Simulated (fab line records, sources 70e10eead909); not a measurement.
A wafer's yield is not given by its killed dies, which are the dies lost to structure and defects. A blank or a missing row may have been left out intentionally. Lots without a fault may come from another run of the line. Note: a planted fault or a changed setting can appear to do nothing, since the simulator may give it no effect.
fab line records | flow nand_harc | part 2 of 2: steps 5 to 6 of 6
[record] lots = 23 wafers = 69 last_day = 35
route steps=1302 shown P_ZERO_WELL@19 P_CONTACT@217 P_M0@267
lots with no fault: from the same line, run without faults
start_h: the number of hours between the record's first day and the start of the first shown wafer of the lot | wait_h: hours since the lot's step before | " the same as in the row above | L1.1+2: a single row standing in for several wafers | - value missing, or start not given | * or withheld: withheld | < > ~ a bound
route shown NAME@n: names a module that has steps shown in the file, with the first one's number in the route | usual: the fault-free wafers' mean and standard deviation | same: alike in all rows | chamber/n: place in a boat | sites: each site's reading | _std_site: their standard deviation | _edge_site: the outer-site mean with the inner-site mean subtracted | radius_mm: how far each site lies from the wafer's centre | mask NAME#n: copy n | behind: the last tool/chamber to shape the wafer | hold: cause of the lot's hold/its duration in hours/its outcome | device: which transistor (n, p or np) failed to switch | end of line: the route-end tests of the same wafers | a step given without rows: its recipe and nothing more | killed: dies that structure and defects cost at the first sort, which is not the same as the wafer's yield | map: dies across one wafer; x = killed, . = not, _ = none there
set.NAME: setting as actually run; set.NAME@STEP: the setting as run at that earlier step | model.NAME: the simulator's own value behind a step, which no gauge read
a sample of lots followed through the steps of the route, with each step as a table and each wafer as a row
services: when a tool's chamber went out of use (start_h, in hours from the record's first day, below 0 if earlier), for how many hours, and the reason
[[steps]]
[step NHARC_P_CONTACT_ALD_22]
[recipe] target_thk_a = 30 pulse_time_s = 1 ald_cycles = 150 temp_c = 450 material = TiN
[usual] heater_power_w = 1001/100 precursor_pulse_height_rel = 1.000/0.022
// columns lot.wafer tool chamber start_h wait_h heater_power_w precursor_pulse_height_rel
L074.2 ald_metal-02 0 116.42 - 969 1.005
L074.3 " 1 " " 823 0.990
L074.5 " 0 " " 969 0.997
L075.3 ald_metal-04 0 129.51 - 1065 1.037
L075.1 " 1 " " 997 0.998
L075.4 " 2 " " 985 1.006
L076.2 ald_metal-02 0 134.52 - 948 1.014
L076.4 " 2 " " 1035 0.990
L076.5 " 1 " " 855 1.041
L077.1 ald_metal-04 1 144.79 - 1028 1.014
L077.6 " 2 " " 1009 0.998
L077.5 " 3 " " 919 0.965
L082.3 ald_metal-04 0 218.87 - 1095 0.995
L082.2 " 2 " " 1000 0.989
L082.6 " 3 " " 923 0.976
L081.3 ald_metal-04 3 219.84 - 903 1.011
L081.1 " 1 " " 1011 1.042
L081.6 " 0 " " 1021 0.988
L083.2 ald_metal-04 1 225.96 - 1019 1.009
L083.1 " 3 " " 926 1.007
L083.4 " 0 " " 1093 1.025
L080.2 ald_metal-02 3 227.14 - 1116 1.011
L080.4 " 0 " " 981 1.012
L080.5 " 1 " " 856 0.999
L084.4 ald_metal-03 1 227.23 - 1229 1.018
L084.3 " 2 " " 978 0.975
L084.5 " 3 " " 865 1.022
L079.1 ald_metal-04 2 232.53 - 1036 1.004
L079.3 " 3 " " 922 1.031
L079.5 " 1 " " 1056 0.971
L085.4 ald_metal-02 2 235.18 - 1019 0.975
L085.3 " 3 " " 1120 1.021
L085.6 " 2 " " 1032 1.024
L086.1 ald_metal-04 1 238.68 - 1050 1.003
L086.4 " 2 " " 1027 1.016
L086.3 " 3 " " 906 0.998
L087.1 ald_metal-03 1 260.64 - 1221 0.972
L087.2 " 2 " " 969 1.017
L087.5 " 0 " " 1150 0.957
L088.4 ald_metal-04 3 262.18 - 929 1.016
L088.3 " 0 " " 1063 1.026
L088.5 " 1 " " 1018 0.984
L089.4 ald_metal-02 0 265.32 - 941 1.018
L089.6 " 3 " " 1001 0.996
L089.5 " 0 " " 931 1.018
L090.1 ald_metal-04 2 277.90 - 1021 1.000
L090.3 " 3 " " 926 1.019
L090.5 " 2 " " 1001 1.028
L091.1 ald_metal-03 1 284.76 - 1261 0.989
L091.6 " 3 " " 884 1.049
L091.5 " 0 " " 1120 0.987
L092.1 ald_metal-03 3 303.00 - 872 0.972
L092.5 " 3 " " 890 1.037
L092.6 " 0 " " 1103 0.975
L093.1 ald_metal-02 3 305.15 - 995 1.016
L093.2 " 0 " " 934 1.037
L093.5 " 3 " " 1031 1.042
L094.1 ald_metal-03 0 316.25 - 1128 0.977
L094.3 " 1 " " 1246 0.959
L094.2 " 3 " " 883 1.008
L095.3 ald_metal-03 0 336.33 - 1135 1.029
L095.1 " 2 " " 998 1.015
L095.5 " 3 " " 866 0.970
L096.3 ald_metal-02 2 342.58 - 1030 1.004
L096.5 " 2 " " 1064 0.995
L096.6 " 0 " " 941 1.014
L097.2 ald_metal-02 1 347.70 - 805 0.986
L097.3 " 2 " " 1047 0.998
L097.6 " 1 " " 822 0.973
[step NHARC_P_M0_ETCH_34]
[recipe] target_depth_a = 400 overetch_a = 120 time_s = 43.94 ion_energy_ev = 200 n2_flow_sccm = 150 h2_flow_sccm = 150 ar_flow_sccm = 0 rf_w = 400 bias_w = 150 chemistry = N2/H2
[usual] drypump_motor_current_A = 5.7/0.52 oes_product_au = 1.002/0.0088 rf_vpp_V = 430.9/2.5 showerhead_plenum_p_Torr = 2.05/0.087 throttle_valve_pct = 14.172/0.0084
// columns lot.wafer tool chamber start_h wait_h drypump_motor_current_A oes_product_au rf_hours_counter_h rf_vpp_V showerhead_plenum_p_Torr throttle_valve_pct
L074.3 rie_diel-10 1 118.85 0.1 5.8 1.002 12 427.5 1.94 14.157
L074.2 " 2 " " 5.1 0.994 13 427.5 1.97 14.178
L074.5 " 2 " " 5.1 1.002 - 428.0 1.98 14.176
L075.3 rie_diel-01 3 131.96 0.1 6.2 1.007 32 430.8 2.04 14.169
L075.1 " 0 " " 6.7 0.998 33 432.6 2.15 14.184
L075.4 " 1 " " 6.4 1.012 30 428.6 1.96 14.180
L076.2 rie_diel-04 1 136.91 0.1 5.7 0.990 21 432.1 2.10 14.173
L076.4 " 3 " " 6.2 0.994 - 432.4 2.10 14.171
L076.5 " 1 " " 5.6 0.997 - 433.9 2.10 14.164
L077.1 rie_diel-04 2 147.74 0.1 5.2 0.987 22 428.5 1.96 14.164
L077.6 " 1 " " 5.6 0.986 - 432.3 2.10 14.171
L077.5 " 2 " " 5.2 0.995 - 427.4 1.96 14.165
L082.2 rie_diel-04 2 221.33 0.1 5.2 1.014 6 427.7 1.96 14.180
L082.3 " 0 " " 6.4 0.993 6 434.0 2.18 14.156
L082.6 " 3 " " 6.2 0.996 - 432.4 2.10 14.173
L081.3 rie_diel-04 1 222.27 0.1 5.6 0.988 6 432.3 2.10 14.162
L081.1 " 0 " " 6.3 1.006 6 435.7 2.18 14.176
L081.6 " 1 " " 5.7 0.997 - 432.5 2.10 14.183
L083.1 rie_diel-04 0 228.26 0.1 6.3 1.013 8 435.0 2.18 14.168
L083.2 " 1 " " 5.7 1.002 7 431.6 2.10 14.166
L083.4 " 3 " " 6.2 0.999 8 430.0 2.09 14.173
L084.4 rie_diel-04 1 229.79 0.1 5.6 0.996 8 430.6 2.10 14.178
L084.3 " 2 " " 5.2 1.009 7 427.8 1.96 14.179
L084.5 " 0 " " 6.4 1.017 - 434.3 2.18 14.185
L080.4 rie_diel-10 0 229.83 0.3 5.4 0.992 54 429.0 2.00 14.169
L080.2 " 1 " " 5.8 1.008 50 426.6 1.93 14.163
L080.5 " 2 " " 5.1 0.992 - 429.1 1.96 14.172
L079.3 rie_diel-10 1 234.95 0.1 5.8 1.025 51 427.8 1.93 14.162
L079.1 " 2 " " 5.1 1.007 50 428.0 1.96 14.171
L079.5 " 1 " " 5.9 1.016 - 427.7 1.93 14.177
L085.4 rie_diel-04 2 237.62 0.1 5.2 1.015 8 427.1 1.96 14.176
L085.3 " 3 " " 6.2 1.004 9 432.8 2.09 14.175
L085.6 " 3 " " 6.2 1.006 - 431.4 2.09 14.173
L086.1 rie_diel-04 2 240.97 0.1 5.2 0.999 9 428.0 1.96 14.147
L086.4 " 0 " " 6.3 1.013 10 434.1 2.18 14.178
L086.3 " 1 " " 5.6 1.009 9 432.0 2.10 14.162
L087.2 rie_diel-04 0 263.05 0.1 6.3 1.007 13 435.4 2.18 14.166
L087.1 " 2 " " 5.2 1.007 11 429.9 1.96 14.187
L087.5 " 0 " " 6.4 1.007 - 434.7 2.18 14.183
L088.3 rie_diel-04 2 264.45 0.1 5.2 1.008 11 427.4 1.96 14.171
L088.4 " 2 " " 5.2 1.006 - 427.7 1.96 14.176
L088.5 " 0 " " 6.4 1.011 - 433.4 2.18 14.181
L089.4 rie_diel-10 0 267.72 0.1 5.3 1.011 7 430.9 2.00 14.169
L089.6 " 3 " " 5.3 1.007 - 431.8 2.18 14.181
L089.5 " 0 " " 5.3 1.017 - 429.2 2.00 14.186
L090.3 rie_diel-10 2 280.20 0.1 5.1 0.999 11 428.3 1.96 14.145
L090.1 " 1 " " 5.8 1.006 13 428.4 1.92 14.175
L090.5 " 2 " " 5.1 0.998 - 429.8 1.96 14.173
L091.1 rie_diel-04 0 287.03 0.1 6.3 1.007 18 433.8 2.17 14.177
L091.6 " 2 " " 5.2 1.009 - 427.9 1.95 14.162
L091.5 " 3 " " 6.2 1.001 - 431.7 2.09 14.166
L092.1 rie_diel-10 0 305.33 0.1 5.3 1.008 22 428.9 1.99 14.179
L092.6 " 1 " " 5.8 1.002 - 427.7 1.92 14.180
L092.5 " 2 " " 5.1 1.007 - 429.2 1.95 14.190
L093.2 rie_diel-01 1 307.64 0.1 6.4 1.000 27 429.2 1.95 14.167
L093.1 " 0 " " 6.7 1.011 30 433.4 2.13 14.172
L093.5 " 1 " " 6.4 0.992 - 429.6 1.95 14.181
L094.3 rie_diel-01 1 318.66 0.1 6.3 1.005 30 428.4 1.94 14.176
L094.2 " 3 " " 6.1 1.009 41 429.2 2.02 14.174
L094.1 " 0 " " 6.7 1.004 35 431.7 2.12 14.158
L095.1 rie_diel-04 3 338.76 0.1 6.2 1.001 23 432.8 2.09 14.182
L095.3 " 1 " " 5.7 0.993 20 432.3 2.09 14.168
L095.5 " 3 " " 6.2 0.994 - 432.2 2.09 14.179
L096.3 rie_diel-04 1 345.08 0.1 5.6 0.990 22 431.4 2.09 14.177
L096.6 " 0 " " 6.3 1.002 - 434.3 2.17 14.182
L096.5 " 1 " " 5.6 0.996 - 432.8 2.09 14.169
L097.3 rie_diel-04 1 350.01 0.1 5.6 0.998 23 430.9 2.09 14.174
L097.2 " 3 " " 6.2 1.001 26 432.0 2.09 14.175
L097.6 " 2 " " 5.2 0.997 - 428.3 1.95 14.159
[[services]]
// columns tool chamber start_h hours kind
rie_diel-04 - 0.94 9.0 pm
rie_diel-07 1 13.01 2.5 repair
rie_diel-07 - 13.88 0.7 repair
rie_diel-02 - 39.70 9.0 pm
rie_diel-13 1 46.60 3.9 repair
rie_diel-07 0 59.74 27.1 repair
rie_diel-13 3 109.21 9.9 repair
rie_diel-07 - 117.20 9.0 pm
rie_diel-04 0 136.70 3.2 repair
rie_diel-13 0 150.60 4.4 repair
rie_diel-13 3 164.43 1.8 repair
rie_diel-07 1 164.52 11.1 repair
rie_diel-13 - 165.00 9.0 pm
rie_diel-04 - 177.94 9.0 pm
rie_diel-07 0 198.93 1.2 repair
rie_diel-04 - 211.78 0.9 repair
rie_diel-13 1 214.47 15.6 repair
rie_diel-04 1 261.57 17.0 repair
rie_diel-07 1 280.75 7.2 repair
rie_diel-13 1 284.42 9.8 repair
rie_diel-07 - 294.20 9.0 pm
rie_diel-13 0 313.48 3.5 repair
rie_diel-04 2 337.58 9.7 repair
rie_diel-13 - 342.00 9.0 pm
